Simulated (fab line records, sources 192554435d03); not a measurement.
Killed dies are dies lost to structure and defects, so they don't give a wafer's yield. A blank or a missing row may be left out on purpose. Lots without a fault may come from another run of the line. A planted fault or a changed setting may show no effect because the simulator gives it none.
Chamber matching | flow n5_finfet | N5_BEOL_M7_DESCUM_16 on rie_diel-01: 4 sister chambers
The step chemistry O2, time 7.9 s. 4 wafers are shown with their chamber, then 12 later ones without.

WAFERS WITH THEIR CHAMBER
wafer  | chamber | drypump_motor_current_A (A)
L079.4 | 3       | 6.0
L095.4 | 0       | 5.4
L095.5 | 1       | 5.6
L095.6 | 2       | 5.7

WAFERS WITHOUT THEIR CHAMBER
wafer  | drypump_motor_current_A (A)
L097.3 | 5.6
L097.4 | 5.7
L097.5 | 6.1
L094.1 | 6.1
L094.5 | 6.1
L094.6 | 5.4
L093.1 | 5.7
L093.4 | 6.0
L093.5 | 5.7
L096.3 | 5.7
L096.4 | 5.7
L096.6 | 6.0

WHICH CHAMBER EACH WENT THROUGH
wafer  | from the rows above | in truth
L097.3 | 1                   | 1
L097.4 | 2                   | 2
L097.5 | 3                   | 3
L094.1 | 3                   | 3
L094.5 | 3                   | 3
L094.6 | 0                   | 0
L093.1 | 2                   | 2
L093.4 | 3                   | 3
L093.5 | 2                   | 2
L096.3 | 2                   | 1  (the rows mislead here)
L096.4 | 2                   | 2
L096.6 | 3                   | 3
Placed correctly: 11 of 12. Can't be placed from these rows: 0. Placed wrongly: 1.
How it was worked out, from the rows above alone: a wafer's distance from a chamber is the root of the sum, over the readings, of the square of ((its reading less the chamber's mean) divided by the reading's scatter). The wafer belongs to the nearest chamber; if the next one is less than 2 further off, it can't be placed. A chamber's mean is the mean of its shown wafers. The scatter: with one shown wafer a chamber, the root of the mean of the squares of how far each hidden wafer lies from its nearest shown one.
